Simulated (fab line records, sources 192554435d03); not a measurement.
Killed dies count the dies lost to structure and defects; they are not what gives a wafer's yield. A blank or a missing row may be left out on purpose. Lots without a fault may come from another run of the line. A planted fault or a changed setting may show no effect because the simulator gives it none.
Which tool is to blame? ; flow n5-finfet ; Sampling: 9 lots, 27 wafers, 6 of 1938 route steps

WHAT THE GAUGES READ, wafer by wafer
N5_HKMG_FIN_INSPECT_61: inspects for defects (macro). Usual: raw-defect-count 1.9, standard deviation 1.3.
lot;measured;on;raw-defect-count;flag
L188;day 4 01:06;defect-inspect-02;2 3 2;
L191;day 4 18:53;defect-inspect-02;2 1 2;
L193;day 5 07:44;defect-inspect-02;1 1 2;
L195;day 5 20:02;defect-inspect-02;2 2 3;
L204;day 7 22:30;defect-inspect-01;2 1 3;
L205;day 8 13:31;defect-inspect-02;1 1 1;
L208;day 8 22:49;defect-inspect-01;2 2 0;
L209;day 9 06:27;defect-inspect-01;3 0 5;
L211;day 9 19:50;defect-inspect-02;1 2 1;

N5_HKMG_FIN_THK_MEAS_70: measures by xrf. Usual: HK_THK typically reads 1.611 nm, with standard deviation 0.018.
lot;measured;on;HK_THK (nm);flag
L188;day 4 03:32;film-metro-01;1.604 1.621 1.609;
L191;day 4 21:29;film-metro-01;1.606 1.629 1.618;
L193;day 5 10:16;film-metro-02;1.595 1.632 1.614;
L195;day 5 22:40;film-metro-01;1.601 1.614 1.620;
L204;day 8 00:57;film-metro-02;1.335 1.342 1.342;OFF
L205;day 8 16:11;film-metro-02;1.338 1.379 1.338;OFF
L208;day 9 01:28;film-metro-01;1.623 1.590 1.630;
L209;day 9 08:54;film-metro-01;1.615 1.623 1.617;
L211;day 9 23:34;film-metro-02;1.632 1.602 1.606;

N5_BEOL_M4_RC_MEAS_101. Usual: DIBL_N 37.1 mV/V, standard deviation 2.4; DIBL_P 37 mV/V, standard deviation 3; IOFF_N 0.18 nA/um, standard deviation 0.053; IOFF_P 0.21 nA/um, standard deviation 0.05; ION_N 674 uA/um, standard deviation 14; ION_P 459 uA/um, standard deviation 9.2; SS_N 72.1 mV/dec, standard deviation 0.9; SS_P 73.4 mV/dec, standard deviation 0.89; VT_N 250 mV, standard deviation 3.8; VT_P -251 mV, standard deviation 3.7.
lot;measured;on;DIBL_N (mV/V);DIBL_P (mV/V);IOFF_N (nA/um);IOFF_P (nA/um);ION_N (uA/um);ION_P (uA/um);SS_N (mV/dec);SS_P (mV/dec);VT_N (mV);VT_P (mV);flag
L188;day 8 11:45;prober-02;39.7 38.3 39.1;42 39 41;0.23 0.19 0.21;0.30 0.22 0.27;684 667 673;470 455 467;72.4 71.9 72.2;74.6 73.9 74.2;245 249 245;-248 -253 -248;
L191;day 9 13:48;prober-01;37.7 36.7 37.9;39 37 38;0.20 0.19 0.20;0.25 0.23 0.23;688 681 664;467 464 453;71.6 72.0 73.0;73.7 72.7 73.8;248 245 247;-248 -248 -248;
L193;day 9 13:41;prober-02;40.3 35.2 36.3;37 35 36;0.26 0.13 0.14;0.19 0.16 0.17;659 654 655;447 445 441;74.5 70.6 71.5;73.1 73.0 72.5;250 253 252;-253 -254 -254;
L195;day 9 21:47;prober-02;36.1 33.4 36.5;34 31 36;0.14 0.11 0.15;0.20 0.16 0.22;674 656 677;464 453 474;72.4 71.2 72.2;72.6 71.6 73.4;252 256 253;-250 -252 -250;
L204;day 12 10:06;prober-02;35.3 39.8 37.4;33 40 37;0.13 0.20 0.15;0.16 0.25 0.21;663 685 666;454 468 458;70.9 72.8 71.4;72.4 74.7 73.0;250 248 251;-255 -247 -250;
L205;day 12 18:37;prober-02;32.8 36.2 34.8;32 36 32;0.11 0.17 0.13;0.16 0.23 0.18;661 673 665;456 466 460;70.1 71.6 71.4;71.6 73.3 72.0;256 248 254;-254 -248 -251;
L208;day 13 00:14;prober-02;41.6 35.2 39.3;41 35 38;0.28 0.14 0.24;0.27 0.17 0.23;683 651 682;463 446 461;73.6 71.9 73.2;75.0 72.9 74.9;243 255 247;-248 -255 -251;
L209;day 13 21:18;prober-02;32.5 36.1 37.3;33 37 39;0.12 0.17 0.21;0.14 0.18 0.22;665 690 697;453 459 464;71.2 71.7 72.5;72.1 72.8 74.6;252 249 244;-255 -255 -252;
L211;day 14 00:27;prober-01;34.9 37.6 37.8;35 38 39;0.13 0.16 0.19;0.16 0.19 0.22;662 662 681;456 448 460;71.0 71.7 71.8;73.0 73.5 73.7;254 254 249;-253 -253 -252;

TOOL THAT RAN EACH LOT (tool first, then ch and the chambers of the sampled wafers, then the start)
lot;N5_HKMG_FIN_HK_ALD_01;N5_HKMG_FIN_DESCUM_53;N5_HKMG_FIN_STRIP_93
L188;ald-hk-03 ch 1,2,3, day 4 00:06;rie-diel-06 ch 0,1, day 4 01:08;rie-diel-06 ch 0,1, day 4 01:52
L191;ald-hk-03 ch 1,2,3, day 4 17:44;rie-diel-05 ch 1,3, day 4 19:04;rie-diel-05 ch 1,3, day 4 19:47
L193;ald-hk-03 ch 0,1,2, day 5 06:35;rie-diel-05 ch 1,2, day 5 07:46;rie-diel-05 ch 1,2, day 5 08:30
L195;ald-hk-01 ch 2,3, day 5 18:52;rie-diel-06 ch 0,3, day 5 20:05;rie-diel-06 ch 0,3, day 5 20:48
L204;ald-hk-03 ch 2,3, day 7 21:36;rie-diel-06 ch 0,2,3, day 7 22:32;rie-diel-06 ch 0,2,3, day 7 23:16
L205;ald-hk-03 ch 1,3, day 8 12:07;rie-diel-02 ch 1,2,3, day 8 13:34;rie-diel-02 ch 1,2,3, day 8 14:17
L208;ald-hk-01 ch 1,2,3, day 8 21:43;rie-diel-05 ch 0,2, day 8 22:58;rie-diel-05 ch 0,2, day 8 23:41
L209;ald-hk-02 ch 0,1,3, day 9 05:35;rie-diel-02 ch 0,1,3, day 9 06:29;rie-diel-02 ch 0,1,3, day 9 07:13
L211;ald-hk-02 ch 1,2,3, day 9 18:58;rie-diel-02 ch 0,1,2, day 9 21:02;rie-diel-02 ch 0,1,2, day 9 21:46
- N5_HKMG_FIN_HK_ALD_01: deposits HfO2, target thk 1.6 nm, pulse time 3 s, purge time 3 s.
- N5_HKMG_FIN_DESCUM_53: chemistry O2, time 7.9 s.
- N5_HKMG_FIN_STRIP_93: strips SOC in N2/H2, time 20 s.

WHAT THE TOOLS THEMSELVES READ (means of the sampled wafers that have a number; where no wafer has one, the mark that the record gives instead)
N5_HKMG_FIN_HK_ALD_01. Usual: precursor-pulse-height-rel 0.999, standard deviation 0.02.
lot;tool;precursor-pulse-height-rel;flag
L188;ald-hk-03;1.012;
L191;ald-hk-03;0.997;
L193;ald-hk-03;0.993;
L195;ald-hk-01;0.983;
L204;ald-hk-03;0.998;
L205;ald-hk-03;1.004;
L208;ald-hk-01;0.993;
L209;ald-hk-02;1.010;
L211;ald-hk-02;0.981;

N5_HKMG_FIN_DESCUM_53. Usual: drypump-motor-current-A 5.6 A, standard deviation 0.56; oes-product-au 0.78 a.u., standard deviation 0.09; rf-vpp-V 243.2 V, standard deviation 1.3; showerhead-plenum-p-Torr 2.11 Torr, standard deviation 0.071; throttle-valve-pct 20.45 %, standard deviation 0.29.
lot;tool;drypump-motor-current-A (A);oes-product-au (a.u.);rf-vpp-V (V);showerhead-plenum-p-Torr (Torr);throttle-valve-pct (%);flag
L188;rie-diel-06;5.3;0.78;243.7;2.14;20.73;
L191;rie-diel-05;5.5;0.70;242.3;2.09;20.67;
L193;rie-diel-05;5.7;0.78;244.2;2.14;20.48;
L195;rie-diel-06;5.4;0.77;242.8;2.08;20.44;
L204;rie-diel-06;5.7;0.84;243.0;2.13;20.40;
L205;rie-diel-02;5.5;0.75;242.8;2.12;20.33;
L208;rie-diel-05;5.8;0.82;243.2;2.08;20.26;
L209;rie-diel-02;5.8;0.74;242.9;2.08;20.35;
L211;rie-diel-02;5.2;0.75;244.0;2.12;20.21;

N5_HKMG_FIN_STRIP_93. Usual: drypump-motor-current-A 5.6 A, standard deviation 0.56; oes-product-au 0.78 a.u., standard deviation 0.087; rf-vpp-V 54.2 V, standard deviation 0.84; showerhead-plenum-p-Torr 3.37 Torr, standard deviation 0.095; throttle-valve-pct 18.9 %, standard deviation 0.47.
lot;tool;drypump-motor-current-A (A);oes-product-au (a.u.);rf-vpp-V (V);showerhead-plenum-p-Torr (Torr);throttle-valve-pct (%);flag
L188;rie-diel-06;5.3;0.78;54.6;3.39;19.0;
L191;rie-diel-05;5.5;0.70;53.6;3.32;19.3;
L193;rie-diel-05;5.8;0.78;54.3;3.40;19.1;
L195;rie-diel-06;5.4;0.76;55.0;3.29;19.0;
L204;rie-diel-06;5.7;0.82;54.9;3.38;18.9;
L205;rie-diel-02;5.5;0.74;53.8;3.39;18.6;
L208;rie-diel-05;5.8;0.80;54.8;3.36;19.2;
L209;rie-diel-02;5.8;0.75;54.5;3.35;18.9;
L211;rie-diel-02;5.2;0.77;54.2;3.40;18.7;

THE ANSWER, worked out from the rows above alone
Rule: a lot counts as off when the mean over its wafers that have a number is more than 3 standard deviations away from the usual mean. Also off: a lot with no number at a reading for which 4 or more lots have one. Any other lot the step has rows for is counted as sound. The gauges are gone through in route order, then the tools' own readings, and for those a lot's mean is taken as printed above. At the first step where some lot is off, the reading lying furthest off is the one used; lots without a number count as furthest.
Off: at N5_HKMG_FIN_THK_MEAS_70 (HK_THK), L204, L205.
If a tool, at a process step before that reading, ran all the lots that are off and no sound lot after the first of them, it fits. Gauges at N5_HKMG_FIN_THK_MEAS_70: tried the same way as those tools. One candidate fits, namely ald-hk-03 at N5_HKMG_FIN_HK_ALD_01. Its last sound lot is L193 (day 5 06:35), its first lot that is off L204 (day 7 21:36): a fault that began between those two fits.

WHAT WAS PUT IN BY THE SIMULATOR
Site profile drift: ald-hk-03, from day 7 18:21 on, at N5_HKMG_FIN_HK_ALD_01. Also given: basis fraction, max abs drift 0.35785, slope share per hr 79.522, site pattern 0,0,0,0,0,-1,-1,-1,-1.
Shown lots that were struck: L204, L205. The rule given above showed the same thing.
